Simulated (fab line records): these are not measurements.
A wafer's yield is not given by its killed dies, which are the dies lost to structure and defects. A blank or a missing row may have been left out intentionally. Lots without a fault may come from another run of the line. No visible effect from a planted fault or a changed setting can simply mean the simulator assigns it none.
fab line records | flow n5-finfet | part 1 of 2: steps 1 to 4 of 6
record lots=23 | wafers=69 | last-day=17
route steps=1938 shown BEOL_M2@879 BEOL_M3@944
lots that met no fault: from a run of the same line without faults
start-h: the number of hours between the record's first day and the start of the first shown wafer of the lot | wait-h: hours elapsed since this lot's preceding step | " identical to the entry in the row above | L1.1+2: a single row standing in for several wafers | - either no value or no given start | * or withheld: withheld | < > ~ a bound
route shown NAME@n: NAME is a module with steps in the file, n the number in the route of the first one | usual: mean/standard deviation of fault-free wafers | same: alike in all rows | chamber/n: place in a boat | sites: readings site by site | _std_site: how widely they spread, as a standard deviation | _edge_site: mean of outer sites minus mean of inner sites | radius-mm: how far each site lies from the wafer's centre | mask NAME#n: copy n | behind: the last tool/chamber to shape the wafer | hold: why the lot was held/for how many hours/how that ended | device: which transistor (n, p or np) failed to switch | end of line: at the end of the route, the tests of the same wafers | a step with no rows: only its recipe | killed: the dies lost at the first sort to structure and to defects; this is not the yield of the wafer | map: a wafer's dies, x killed, . not, _ none there
set.NAME: the run value of the setting; set.NAME@STEP: its run value at that earlier step | model.NAME: the simulator's own value behind a step, which no gauge read
steps of the route over a sample of lots; a table a step, a row a wafer
services: the hour from which a tool's chamber was out of use, counted from the record's first day as start-h (under 0 if before that day), plus the number of hours and why
## steps
# step N5_BEOL_M2_DESCUM_33
# recipe chemistry=O2 | time-s=7 | source-power-w=50 | bias-power-w=20 | pressure-mtorr=20 | rf-frequency-hz=2.712e+07 | temp-c=40 | resist=CAR-EUV | o2-flow-sccm=225
# usual drypump-motor-current-A=5.9/0.38 | oes-product-au=0.82/0.09 | rf-vpp-V=243.3/1.1 | showerhead-plenum-p-Torr=2.10/0.051 | temp-c=40.00/0.12 | throttle-valve-pct=20.5/0.31
lot.wafer | tool        | chamber | start-h | wait-h | drypump-motor-current-A | oes-product-au | rf-hours-counter-h | rf-vpp-V | showerhead-plenum-p-Torr | temp-c | throttle-valve-pct
L074.1    | rie-diel-02 | 2       | 137.96  | 0.0    | 6.0                     | 0.82           | 85                 | 242.8    | 2.13                     | 39.99  | 20.2
L074.2    | "           | 0       | "       | "      | 5.8                     | 0.77           | 148                | 244.0    | 2.10                     | 40.24  | 20.7
L074.3    | "           | 1       | "       | "      | 6.3                     | 0.90           | 22                 | 243.9    | 2.15                     | 40.27  | 20.5
L075.2    | rie-diel-04 | 0       | 143.69  | 0.0    | 5.9                     | 0.97           | 6                  | 242.8    | 2.14                     | 39.99  | 19.9
L075.3    | "           | 2       | "       | "      | 5.4                     | 0.68           | 223                | 245.1    | 2.17                     | 39.83  | 20.8
L075.6    | "           | 2       | "       | "      | 5.4                     | 0.68           | -                  | 244.6    | 2.17                     | 39.91  | 20.8
L077.1    | rie-diel-04 | 1       | 149.27  | 0.0    | 6.6                     | 0.84           | 52                 | 242.5    | 2.04                     | 39.92  | 20.3
L077.2    | "           | 3       | "       | "      | 5.2                     | 0.71           | 222                | 243.4    | 2.06                     | 39.98  | 20.7
L077.5    | "           | 2       | "       | "      | 5.4                     | 0.68           | -                  | 244.2    | 2.17                     | 39.86  | 20.8
L076.2    | rie-diel-02 | 1       | 149.76  | 0.1    | 6.3                     | 0.89           | 26                 | 244.2    | 2.15                     | 39.97  | 20.5
L076.5    | "           | 1       | "       | "      | 6.3                     | 0.90           | -                  | 243.0    | 2.15                     | 40.24  | 20.5
L076.6    | "           | 2       | "       | "      | 6.0                     | 0.82           | -                  | 244.1    | 2.13                     | 40.15  | 20.2
L078.2    | rie-diel-02 | 1       | 158.39  | 0.0    | 6.3                     | 0.89           | 29                 | 245.6    | 2.15                     | 40.15  | 20.5
L078.4    | "           | 3       | "       | "      | 5.6                     | 0.71           | 209                | 244.5    | 2.14                     | 40.12  | 20.3
L078.6    | "           | 2       | "       | "      | 6.0                     | 0.81           | -                  | 243.3    | 2.13                     | 39.89  | 20.2
L079.1    | rie-diel-02 | 2       | 163.33  | 0.3    | 6.0                     | 0.81           | 93                 | 244.4    | 2.13                     | 40.07  | 20.2
L079.2    | "           | 0       | "       | "      | 5.9                     | 0.76           | 158                | 244.0    | 2.10                     | 40.04  | 20.6
L079.4    | "           | 3       | "       | "      | 5.6                     | 0.70           | 211                | 243.8    | 2.14                     | 40.05  | 20.4
L080.2    | rie-diel-02 | 3       | 168.20  | 0.0    | 5.6                     | 0.71           | 212                | 243.2    | 2.14                     | 39.93  | 20.4
L080.3    | "           | 2       | "       | "      | 6.0                     | 0.81           | 95                 | 244.0    | 2.12                     | 39.99  | 20.2
L080.6    | "           | 1       | "       | "      | 6.3                     | 0.89           | -                  | 243.5    | 2.14                     | 40.10  | 20.5
L081.1    | rie-diel-02 | 0       | 177.05  | 0.0    | 5.9                     | 0.76           | 162                | 244.0    | 2.10                     | 39.92  | 20.7
L081.3    | "           | 3       | "       | "      | 5.6                     | 0.71           | 216                | 243.9    | 2.14                     | 40.15  | 20.4
L081.6    | "           | 1       | "       | "      | 6.2                     | 0.87           | -                  | 244.0    | 2.14                     | 40.05  | 20.5
L082.2    | rie-diel-02 | 0       | 181.36  | 0.0    | 5.9                     | 0.76           | 164                | 243.5    | 2.10                     | 40.10  | 20.7
L082.3    | "           | 2       | "       | "      | 6.0                     | 0.80           | 100                | 243.8    | 2.12                     | 40.16  | 20.2
L082.6    | "           | 2       | "       | "      | 6.0                     | 0.80           | -                  | 243.1    | 2.12                     | 40.12  | 20.2
L083.3    | rie-diel-04 | 1       | 192.78  | 0.0    | 6.5                     | 0.82           | 67                 | 241.8    | 2.03                     | 40.12  | 20.4
L083.4    | "           | 0       | "       | "      | 5.9                     | 0.92           | 24                 | 243.0    | 2.13                     | 39.81  | 19.9
L083.5    | "           | 2       | "       | "      | 5.4                     | 0.66           | -                  | 243.1    | 2.17                     | 40.05  | 20.8
L084.1    | rie-diel-01 | 2       | 196.47  | 0.0    | 6.5                     | 0.94           | 9                  | 244.1    | 2.13                     | 39.92  | 20.0
L084.2    | "           | 3       | "       | "      | 5.6                     | 0.80           | 132                | 242.5    | 2.12                     | 39.98  | 20.9
L084.4    | "           | 0       | "       | "      | 5.9                     | 0.71           | 220                | 242.0    | 2.00                     | 40.02  | 20.9
L086.2    | rie-diel-01 | 1       | 199.98  | 0.1    | 5.8                     | 0.94           | 22                 | 243.9    | 2.14                     | 39.96  | 20.4
L086.3    | "           | 3       | "       | "      | 5.6                     | 0.79           | 134                | 244.0    | 2.11                     | 39.85  | 20.9
L086.4    | "           | 0       | "       | "      | 5.9                     | 0.71           | 222                | 240.9    | 2.00                     | 40.19  | 20.9
L085.1    | rie-diel-01 | 0       | 210.60  | 0.0    | 5.9                     | 0.71           | 225                | 240.9    | 2.00                     | 40.09  | 20.9
L085.4    | "           | 2       | "       | "      | 6.5                     | 0.95           | 14                 | 243.5    | 2.13                     | 40.00  | 20.0
L085.5    | "           | 1       | "       | "      | 5.8                     | 0.94           | -                  | 243.9    | 2.14                     | 39.91  | 20.4
L088.2    | rie-diel-01 | 3       | 215.46  | 0.0    | 5.6                     | 0.79           | 139                | 243.2    | 2.11                     | 39.92  | 20.9
L088.4    | "           | 1       | "       | "      | 5.7                     | 0.93           | 27                 | 244.0    | 2.14                     | 40.11  | 20.4
L088.6    | "           | 0       | "       | "      | 5.9                     | 0.71           | -                  | 242.0    | 2.00                     | 40.14  | 20.9
L089.2    | rie-diel-01 | 1       | 221.13  | 0.0    | 5.8                     | 0.93           | 30                 | 244.2    | 2.14                     | 39.82  | 20.4
L089.3    | "           | 3       | "       | "      | 5.6                     | 0.79           | 141                | 243.9    | 2.11                     | 39.92  | 20.9
L089.6    | "           | 2       | "       | "      | 6.4                     | 0.92           | -                  | 243.6    | 2.12                     | 39.93  | 20.1
L090.4    | rie-diel-04 | 0       | 235.63  | 0.3    | 5.9                     | 0.89           | -                  | 244.3    | 2.13                     | 39.92  | 19.9
L090.5    | "           | 1       | "       | "      | 6.6                     | 0.81           | -                  | 242.9    | 2.03                     | 40.06  | 20.4
L090.6    | "           | 2       | "       | "      | 5.4                     | 1.00           | -                  | 245.1    | 2.16                     | 39.90  | 20.5
L092.1    | rie-diel-01 | 0       | 243.28  | 0.1    | 5.9                     | 0.70           | 237                | 242.3    | 2.00                     | 39.90  | 20.9
L092.2    | "           | 1       | "       | "      | 5.8                     | 0.92           | 38                 | 245.2    | 2.14                     | 39.97  | 20.4
L092.4    | "           | 2       | "       | "      | 6.4                     | 0.92           | 26                 | 243.5    | 2.12                     | 40.03  | 20.1
L091.1    | rie-diel-01 | 3       | 243.43  | 0.0    | 5.6                     | 0.79           | 149                | 243.2    | 2.11                     | 40.02  | 20.9
L091.4    | "           | 1       | "       | "      | 5.8                     | 0.91           | 38                 | 244.0    | 2.14                     | 39.94  | 20.4
L091.5    | "           | 0       | "       | "      | 5.9                     | 0.70           | -                  | 242.6    | 2.00                     | 39.94  | 21.0
L093.1    | rie-diel-04 | 1       | 251.93  | 0.0    | 6.6                     | 0.80           | 90                 | 240.6    | 2.02                     | 39.97  | 20.4
L093.3    | "           | 0       | "       | "      | 5.9                     | 0.89           | 47                 | 243.6    | 2.12                     | 39.77  | 19.9
L093.4    | "           | 2       | "       | "      | 5.4                     | 0.97           | 8                  | 243.5    | 2.16                     | 39.83  | 20.5
L094.4    | rie-diel-01 | 2       | 252.10  | 0.2    | 6.5                     | 0.90           | 29                 | 242.9    | 2.12                     | 40.02  | 20.1
L094.5    | "           | 0       | "       | "      | 5.9                     | 0.70           | -                  | 241.8    | 1.99                     | 40.05  | 20.9
L094.6    | "           | 1       | "       | "      | 5.8                     | 0.91           | -                  | 244.6    | 2.13                     | 39.99  | 20.4
L095.2    | rie-diel-02 | 0       | 268.53  | 0.1    | 5.8                     | 0.73           | 197                | 243.1    | 2.09                     | 39.75  | 20.7
L095.3    | "           | 2       | "       | "      | 6.0                     | 0.78           | 121                | 243.7    | 2.12                     | 40.16  | 20.2
L095.5    | "           | 1       | "       | "      | 6.3                     | 0.83           | -                  | 243.7    | 2.13                     | 40.06  | 20.6
L096.1    | rie-diel-04 | 1       | 270.68  | 0.0    | 6.6                     | 0.79           | 97                 | 241.8    | 2.02                     | 40.11  | 20.4
L096.2    | "           | 3       | "       | "      | 5.2                     | 0.94           | 8                  | 243.1    | 2.04                     | 39.94  | 20.5
L096.3    | "           | 0       | "       | "      | 5.9                     | 0.87           | 55                 | 244.0    | 2.12                     | 39.85  | 20.0
L097.3    | rie-diel-01 | 1       | 276.03  | 0.0    | 5.8                     | 0.89           | 50                 | 243.7    | 2.13                     | 39.80  | 20.4
L097.4    | "           | 3       | "       | "      | 5.6                     | 0.77           | 160                | 244.1    | 2.11                     | 40.02  | 20.9
L097.6    | "           | 0       | "       | "      | 5.9                     | 0.69           | -                  | 242.1    | 1.99                     | 39.92  | 20.9
# step N5_BEOL_M2_SPUTTER_79
# recipe material=Cu | target-thk-a=45 | temp-c=-20 | chamber-pressure-pa=0.07 | power-w=withheld | time-s=8.29
# usual chamber-pressure-pa=0.07/0.00015 | throttle-valve-pct=29.8/1
lot.wafer | tool           | chamber | start-h | wait-h | chamber-pressure-pa | throttle-valve-pct
L074.1    | pvd-sputter-02 | -       | 140.33  | 0.1    | 0.06986             | 31.2
L074.2    | "              | -       | "       | "      | 0.06999             | 29.1
L074.3    | "              | -       | "       | "      | 0.0697              | 30.5
L075.2    | pvd-sputter-01 | -       | 146.22  | 0.1    | 0.07                | 27.9
L075.3    | "              | -       | "       | "      | 0.07002             | 30.7
L075.6    | "              | -       | "       | "      | 0.06976             | 30.6
L077.1    | pvd-sputter-02 | -       | 155.47  | 0.1    | 0.06995             | 28.7
L077.2    | "              | -       | "       | "      | 0.07003             | 28.8
L077.5    | "              | -       | "       | "      | 0.07016             | 28.7
L076.2    | pvd-sputter-01 | -       | 158.00  | 0.1    | 0.06983             | 28.1
L076.5    | "              | -       | "       | "      | 0.07011             | 30.5
L076.6    | "              | -       | "       | "      | 0.07005             | 31.0
L078.2    | pvd-sputter-03 | -       | 161.70  | 0.1    | 0.07009             | 29.3
L078.4    | "              | -       | "       | "      | 0.06992             | 30.8
L078.6    | "              | -       | "       | "      | 0.06997             | 29.7
L079.1    | pvd-sputter-01 | -       | 168.62  | 0.1    | 0.06985             | 30.9
L079.2    | "              | -       | "       | "      | 0.07001             | 28.0
L079.4    | "              | -       | "       | "      | 0.07004             | 29.9
L080.2    | pvd-sputter-01 | -       | 171.89  | 0.1    | 0.07007             | 30.9
L080.3    | "              | -       | "       | "      | 0.07019             | 27.9
L080.6    | "              | -       | "       | "      | 0.07002             | 30.0
L081.1    | pvd-sputter-01 | -       | 181.87  | 0.1    | 0.07                | 28.0
L081.3    | "              | -       | "       | "      | 0.06998             | 30.6
L081.6    | "              | -       | "       | "      | 0.07016             | 28.1
L082.2    | pvd-sputter-02 | -       | 185.79  | 0.1    | 0.06992             | 28.6
L082.3    | "              | -       | "       | "      | 0.07009             | 30.3
L082.6    | "              | -       | "       | "      | 0.0698              | 28.7
L083.3    | pvd-sputter-02 | -       | 196.29  | 0.1    | 0.07008             | 31.1
L083.4    | "              | -       | "       | "      | 0.06991             | 28.7
L083.5    | "              | -       | "       | "      | 0.07008             | 28.6
L084.1    | pvd-sputter-02 | -       | 201.14  | 0.1    | 0.06984             | 30.1
L084.2    | "              | -       | "       | "      | 0.06981             | 28.4
L084.4    | "              | -       | "       | "      | 0.06975             | 28.5
L086.2    | pvd-sputter-03 | -       | 202.29  | 0.1    | 0.07011             | 30.1
L086.3    | "              | -       | "       | "      | 0.0701              | 29.4
L086.4    | "              | -       | "       | "      | 0.07007             | 30.1
L085.1    | pvd-sputter-02 | -       | 213.33  | 0.1    | 0.06984             | 29.0
L085.4    | "              | -       | "       | "      | 0.0698              | 30.0
L085.5    | "              | -       | "       | "      | 0.06971             | 28.7
L088.2    | pvd-sputter-02 | -       | 221.05  | 0.1    | 0.06984             | 31.3
L088.4    | "              | -       | "       | "      | 0.07012             | 30.3
L088.6    | "              | -       | "       | "      | 0.06974             | 28.8
L089.2    | pvd-sputter-03 | -       | 224.29  | 0.1    | 0.07015             | 29.4
L089.3    | "              | -       | "       | "      | 0.06985             | 30.0
L089.6    | "              | -       | "       | "      | 0.06994             | 30.6
L090.4    | pvd-sputter-01 | -       | 241.50  | 0.1    | 0.06988             | 27.9
L090.5    | "              | -       | "       | "      | 0.07009             | 29.8
L090.6    | "              | -       | "       | "      | 0.0698              | 28.1
L092.1    | pvd-sputter-01 | -       | 245.30  | 0.1    | 0.07004             | 29.9
L092.2    | "              | -       | "       | "      | 0.07016             | 31.0
L092.4    | "              | -       | "       | "      | 0.06998             | 30.6
L091.1    | pvd-sputter-02 | -       | 245.97  | 0.1    | 0.07039             | 28.8
L091.4    | "              | -       | "       | "      | 0.06993             | 28.6
L091.5    | "              | -       | "       | "      | 0.06999             | 28.5
L093.1    | pvd-sputter-02 | -       | 259.15  | 0.1    | 0.0699              | 28.8
L093.3    | "              | -       | "       | "      | 0.07032             | 30.3
L093.4    | "              | -       | "       | "      | 0.0701              | 31.6
L094.4    | pvd-sputter-03 | -       | 260.88  | 0.1    | 0.07004             | 29.1
L094.5    | "              | -       | "       | "      | 0.06982             | 30.8
L094.6    | "              | -       | "       | "      | 0.0699              | 29.3
L095.2    | pvd-sputter-01 | -       | 271.31  | 0.1    | 0.06995             | 29.7
L095.3    | "              | -       | "       | "      | 0.06982             | 30.7
L095.5    | "              | -       | "       | "      | 0.07007             | 30.9
L096.1    | pvd-sputter-03 | -       | 272.70  | 0.1    | 0.06976             | 29.2
L096.2    | "              | -       | "       | "      | 0.07022             | 30.9
L096.3    | "              | -       | "       | "      | 0.07019             | 29.9
L097.3    | pvd-sputter-01 | -       | 278.41  | 0.1    | 0.06986             | 29.6
L097.4    | "              | -       | "       | "      | 0.06958             | 30.8
L097.6    | "              | -       | "       | "      | 0.07027             | 30.8
# step N5_BEOL_M3_CD_MEAS_11
# recipe target-cd-nm=17.05 | landing-energy-ev=500 | detector=se-inlens | polarity=opening
# usual cd-nm=16.96/0.25
lot.wafer | tool      | chamber | start-h | wait-h | cd-nm
L074.1    | cd-sem-01 | 0       | 143.53  | -      | 16.98
L074.2    | "         | 0       | "       | "      | 16.71
L074.3    | "         | 0       | "       | "      | 16.82
L075.2    | cd-sem-03 | 0       | 151.96  | -      | 17.10
L075.3    | "         | 0       | "       | "      | 17.08
L075.6    | "         | 0       | "       | "      | 17.28
L077.1    | cd-sem-02 | 0       | 160.66  | -      | 17.02
L077.2    | "         | 0       | "       | "      | 16.78
L077.5    | "         | 0       | "       | "      | 16.85
L076.2    | cd-sem-02 | 0       | 161.29  | -      | 16.94
L076.5    | "         | 0       | "       | "      | 16.76
L076.6    | "         | 0       | "       | "      | 16.92
L078.2    | cd-sem-01 | 0       | 167.03  | -      | 17.22
L078.4    | "         | 0       | "       | "      | 17.31
L078.6    | "         | 0       | "       | "      | 17.19
L079.1    | cd-sem-02 | 0       | 172.15  | -      | 16.90
L079.2    | "         | 0       | "       | "      | 16.85
L079.4    | "         | 0       | "       | "      | 17.38
L080.2    | cd-sem-02 | 0       | 175.91  | -      | 16.53
L080.3    | "         | 0       | "       | "      | 16.94
L080.6    | "         | 0       | "       | "      | 16.66
L081.1    | cd-sem-03 | 0       | 185.56  | -      | 16.77
L081.3    | "         | 0       | "       | "      | 16.50
L081.6    | "         | 0       | "       | "      | 16.71
L082.2    | cd-sem-02 | 0       | 189.63  | -      | 17.44
L082.3    | "         | 0       | "       | "      | 17.07
L082.6    | "         | 0       | "       | "      | 16.94
L083.3    | cd-sem-02 | 0       | 200.02  | -      | 16.54
L083.4    | "         | 0       | "       | "      | 16.75
L083.5    | "         | 0       | "       | "      | 16.58
L084.1    | cd-sem-01 | 0       | 205.04  | -      | 16.72
L084.2    | "         | 0       | "       | "      | 16.87
L084.4    | "         | 0       | "       | "      | 16.98
L086.2    | cd-sem-03 | 0       | 207.66  | -      | 17.28
L086.3    | "         | 0       | "       | "      | 17.22
L086.4    | "         | 0       | "       | "      | 16.83
L085.1    | cd-sem-01 | 0       | 218.34  | -      | 16.83
L085.4    | "         | 0       | "       | "      | 16.70
L085.5    | "         | 0       | "       | "      | 16.95
L088.2    | cd-sem-01 | 0       | 224.28  | -      | 16.56
L088.4    | "         | 0       | "       | "      | 16.73
L088.6    | "         | 0       | "       | "      | 16.70
L089.2    | cd-sem-03 | 0       | 227.51  | -      | 16.53
L089.3    | "         | 0       | "       | "      | 17.21
L089.6    | "         | 0       | "       | "      | 16.89
L090.4    | cd-sem-01 | 0       | 244.94  | -      | 16.82
L090.5    | "         | 0       | "       | "      | 17.58
L090.6    | "         | 0       | "       | "      | 17.62
L092.1    | cd-sem-03 | 0       | 250.63  | -      | 17.05
L092.2    | "         | 0       | "       | "      | 16.87
L092.4    | "         | 0       | "       | "      | 17.02
L091.1    | cd-sem-02 | 0       | 250.67  | -      | 17.06
L091.4    | "         | 0       | "       | "      | 17.12
L091.5    | "         | 0       | "       | "      | 17.19
L093.1    | cd-sem-02 | 0       | 263.06  | -      | 16.98
L093.3    | "         | 0       | "       | "      | 17.13
L093.4    | "         | 0       | "       | "      | 16.69
L094.4    | cd-sem-03 | 0       | 265.46  | -      | 16.98
L094.5    | "         | 0       | "       | "      | 16.95
L094.6    | "         | 0       | "       | "      | 16.87
L095.2    | cd-sem-01 | 0       | 275.17  | -      | 16.77
L095.3    | "         | 0       | "       | "      | 16.79
L095.5    | "         | 0       | "       | "      | 16.68
L096.1    | cd-sem-01 | 0       | 276.77  | -      | 16.88
L096.2    | "         | 0       | "       | "      | 16.91
L096.3    | "         | 0       | "       | "      | 16.45
L097.3    | cd-sem-01 | 0       | 282.40  | -      | 16.93
L097.4    | "         | 0       | "       | "      | 17.08
L097.6    | "         | 0       | "       | "      | 16.78
# step N5_BEOL_M3_ETCH_63
# recipe chemistry=CF4 | target=SiARC | target-depth-a=156 | mask-material=CAR-EUV | time-s=26 | ion-energy-ev=80 | pressure-mtorr=40 | source-w=545 | bias-w=36 | Ar_flow_sccm=100 | cf4-flow-sccm=100 | ends=cleared
# usual drypump-motor-current-A=5.75/0.25 | etch-rf-on-time-s=25.8/0.77 | oes-product-au=0.66/0.065 | rf-vpp-V=184.1/1.2 | showerhead-plenum-p-Torr=2.15/0.061 | throttle-valve-pct=15.70/0.17
lot.wafer | tool        | chamber | start-h | wait-h | drypump-motor-current-A | etch-rf-on-time-s | oes-product-au | rf-hours-counter-h | rf-vpp-V | showerhead-plenum-p-Torr | throttle-valve-pct
L074.1    | rie-diel-05 | 0       | 143.70  | 0.0    | 5.86                    | 24.3              | 0.68           | 133                | 182.5    | 2.08                     | 15.90
L074.2    | "           | 3       | "       | "      | 6.13                    | 26.7              | 0.81           | 1                  | 186.1    | 2.28                     | 15.58
L074.3    | "           | 2       | "       | "      | 5.60                    | 24.6              | 0.77           | 48                 | 183.4    | 2.17                     | 15.42
L075.2    | rie-diel-06 | 3       | 152.13  | 0.0    | 5.77                    | 25.6              | 0.78           | 30                 | 183.8    | 2.18                     | 15.66
L075.3    | "           | 0       | "       | "      | 5.83                    | 26.2              | 0.63           | 144                | 182.3    | 2.15                     | 15.86
L075.6    | "           | 1       | "       | "      | 5.93                    | 26.4              | 0.63           | -                  | 185.4    | 2.23                     | 15.75
L077.1    | rie-diel-03 | 0       | 160.83  | 0.0    | 5.40                    | 26.0              | 0.61           | 193                | 184.1    | 2.13                     | 15.74
L077.2    | "           | 3       | "       | "      | 5.21                    | 25.6              | 0.64           | 172                | 183.7    | 2.15                     | 15.70
L077.5    | "           | 3       | "       | "      | 5.24                    | 25.6              | 0.64           | -                  | 183.3    | 2.15                     | 15.71
L076.2    | rie-diel-06 | 3       | 161.61  | 0.0    | 5.78                    | 25.4              | 0.78           | 32                 | 183.7    | 2.18                     | 15.68
L076.5    | "           | 0       | "       | "      | 5.83                    | 26.0              | 0.63           | -                  | 184.3    | 2.15                     | 15.87
L076.6    | "           | 3       | "       | "      | 5.77                    | 25.4              | 0.78           | -                  | 183.8    | 2.18                     | 15.67
L078.2    | rie-diel-06 | 0       | 167.21  | 0.0    | 5.84                    | 26.1              | 0.64           | 148                | 184.5    | 2.15                     | 15.88
L078.4    | "           | 2       | "       | "      | 5.53                    | 26.9              | 0.59           | 205                | 182.5    | 2.12                     | 15.55
L078.6    | "           | 0       | "       | "      | 5.83                    | 26.3              | 0.63           | -                  | 183.5    | 2.15                     | 15.87
L079.1    | rie-diel-05 | 2       | 172.32  | 0.0    | 5.58                    | 24.4              | 0.76           | 53                 | 183.2    | 2.17                     | 15.43
L079.2    | "           | 0       | "       | "      | 5.85                    | 24.4              | 0.67           | 142                | 182.8    | 2.07                     | 15.92
L079.4    | "           | 1       | "       | "      | 5.75                    | 26.0              | 0.64           | 158                | 183.6    | 2.14                     | 15.37
L080.2    | rie-diel-06 | 2       | 176.08  | 0.0    | 5.53                    | 26.6              | 0.59           | 207                | 183.5    | 2.12                     | 15.56
L080.3    | "           | 3       | "       | "      | 5.80                    | 25.4              | 0.78           | 37                 | 183.6    | 2.18                     | 15.67
L080.6    | "           | 1       | "       | "      | 5.91                    | 26.2              | 0.63           | -                  | 187.3    | 2.23                     | 15.77
L081.1    | rie-diel-06 | 3       | 185.73  | 0.0    | 5.76                    | 25.4              | 0.78           | 39                 | 183.8    | 2.17                     | 15.69
L081.3    | "           | 1       | "       | "      | 5.90                    | 26.5              | 0.63           | 173                | 184.6    | 2.23                     | 15.77
L081.6    | "           | 1       | "       | "      | 5.91                    | 26.7              | 0.62           | -                  | 184.1    | 2.23                     | 15.76
L082.2    | rie-diel-05 | 1       | 189.81  | 0.0    | 5.74                    | 26.2              | 0.62           | 164                | 183.4    | 2.13                     | 15.39
L082.3    | "           | 0       | "       | "      | 5.83                    | 24.6              | 0.66           | 149                | 183.3    | 2.07                     | 15.92
L082.6    | "           | 3       | "       | "      | 6.16                    | 26.7              | 0.76           | -                  | 185.2    | 2.27                     | 15.61
L083.3    | rie-diel-05 | 3       | 200.21  | 0.0    | 6.12                    | 26.4              | 0.75           | 19                 | 185.7    | 2.27                     | 15.61
L083.4    | "           | 0       | "       | "      | 5.84                    | 24.4              | 0.66           | 152                | 184.1    | 2.07                     | 15.95
L083.5    | "           | 1       | "       | "      | 5.73                    | 25.9              | 0.62           | -                  | 183.4    | 2.13                     | 15.39
L084.1    | rie-diel-06 | 0       | 205.27  | 0.0    | 5.83                    | 26.1              | 0.63           | 159                | 183.9    | 2.15                     | 15.89
L084.2    | "           | 2       | "       | "      | 5.51                    | 27.1              | 0.58           | 215                | 182.7    | 2.12                     | 15.58
L084.4    | "           | 3       | "       | "      | 5.77                    | 25.6              | 0.76           | 44                 | 184.2    | 2.17                     | 15.69
L086.2    | rie-diel-06 | 3       | 207.89  | 0.0    | 5.78                    | 25.4              | 0.77           | 45                 | 184.5    | 2.17                     | 15.70
L086.3    | "           | 1       | "       | "      | 5.91                    | 26.4              | 0.63           | 179                | 184.5    | 2.23                     | 15.80
L086.4    | "           | 0       | "       | "      | 5.81                    | 25.7              | 0.63           | 160                | 184.6    | 2.15                     | 15.88
L085.1    | rie-diel-05 | 0       | 218.52  | 0.0    | 5.83                    | 24.4              | 0.66           | 157                | 184.0    | 2.07                     | 15.96
L085.4    | "           | 0       | "       | "      | 5.84                    | 24.3              | 0.66           | -                  | 183.8    | 2.07                     | 15.96
L085.5    | "           | 1       | "       | "      | 5.75                    | 26.1              | 0.62           | -                  | 184.0    | 2.13                     | 15.40
L088.2    | rie-diel-03 | 0       | 224.65  | 0.0    | 5.36                    | 26.3              | 0.60           | 212                | 184.3    | 2.12                     | 15.80
L088.4    | "           | 1       | "       | "      | 6.23                    | 25.5              | 0.60           | -                  | 183.4    | 2.05                     | 15.85
L088.6    | "           | 3       | "       | "      | 5.26                    | 25.5              | 0.63           | -                  | 183.8    | 2.14                     | 15.75
L089.2    | rie-diel-05 | 1       | 227.68  | 0.0    | 5.73                    | 26.2              | 0.62           | 178                | 184.6    | 2.13                     | 15.39
L089.3    | "           | 3       | "       | "      | 6.11                    | 27.0              | 0.72           | 29                 | 185.1    | 2.27                     | 15.64
L089.6    | "           | 3       | "       | "      | 6.10                    | 27.1              | 0.74           | -                  | 184.6    | 2.27                     | 15.63
L090.4    | rie-diel-05 | 0       | 245.11  | 0.0    | 5.86                    | 24.4              | 0.65           | 169                | 181.7    | 2.06                     | 15.96
L090.5    | "           | 0       | "       | "      | 5.82                    | 24.5              | 0.65           | -                  | 182.0    | 2.06                     | 15.96
L090.6    | "           | 1       | "       | "      | 5.73                    | 26.1              | 0.61           | -                  | 182.7    | 2.13                     | 15.42
L092.1    | rie-diel-03 | 0       | 251.70  | 0.0    | 5.40                    | 26.1              | 0.60           | 223                | 184.2    | 2.12                     | 15.82
L092.2    | "           | 1       | "       | "      | 6.23                    | 25.0              | 0.60           | 216                | 182.0    | 2.04                     | 15.89
L092.4    | "           | 3       | "       | "      | 5.24                    | 25.4              | 0.63           | -                  | 183.0    | 2.14                     | 15.78
L091.1    | rie-diel-05 | 2       | 251.73  | 0.0    | 5.58                    | 24.4              | 0.74           | 69                 | 183.8    | 2.17                     | 15.44
L091.4    | "           | 0       | "       | "      | 5.84                    | 24.4              | 0.65           | 171                | 183.1    | 2.06                     | 15.99
L091.5    | "           | 3       | "       | "      | 6.12                    | 26.5              | 0.73           | -                  | 186.9    | 2.26                     | 15.65
L093.1    | rie-diel-03 | 2       | 263.24  | 0.0    | 5.54                    | 25.5              | 0.78           | 20                 | 185.6    | 2.28                     | 15.45
L093.3    | "           | 0       | "       | "      | 5.38                    | 25.9              | 0.59           | 226                | 183.2    | 2.12                     | 15.81
L093.4    | "           | 1       | "       | "      | 6.22                    | 25.2              | 0.60           | 219                | 182.1    | 2.04                     | 15.89
L094.4    | rie-diel-06 | 1       | 265.95  | 0.0    | 5.93                    | 26.7              | 0.61           | 196                | 183.5    | 2.22                     | 15.81
L094.5    | "           | 0       | "       | "      | 5.83                    | 26.0              | 0.62           | -                  | 183.2    | 2.14                     | 15.91
L094.6    | "           | 1       | "       | "      | 5.89                    | 26.7              | 0.61           | -                  | 186.3    | 2.22                     | 15.80
L095.2    | rie-diel-06 | 3       | 275.35  | 0.0    | 5.78                    | 25.6              | 0.74           | 65                 | 183.0    | 2.17                     | 15.72
L095.3    | "           | 2       | "       | "      | 5.52                    | 26.7              | 0.58           | 236                | 183.6    | 2.11                     | 15.62
L095.5    | "           | 2       | "       | "      | 5.52                    | 26.7              | 0.57           | -                  | 182.6    | 2.11                     | 15.62
L096.1    | rie-diel-03 | 0       | 277.29  | 0.0    | 5.40                    | 26.0              | 0.59           | 231                | 184.4    | 2.12                     | 15.83
L096.2    | "           | 3       | "       | "      | 5.24                    | 25.2              | 0.62           | 212                | 184.3    | 2.13                     | 15.80
L096.3    | "           | 2       | "       | "      | 5.55                    | 25.8              | 0.74           | 25                 | 187.2    | 2.27                     | 15.47
L097.3    | rie-diel-06 | 3       | 282.70  | 0.0    | 5.81                    | 25.4              | 0.73           | 68                 | 184.5    | 2.16                     | 15.75
L097.4    | "           | 1       | "       | "      | 5.92                    | 26.6              | 0.61           | 203                | 185.3    | 2.22                     | 15.83
L097.6    | "           | 2       | "       | "      | 5.50                    | 26.8              | 0.57           | -                  | 182.7    | 2.11                     | 15.63
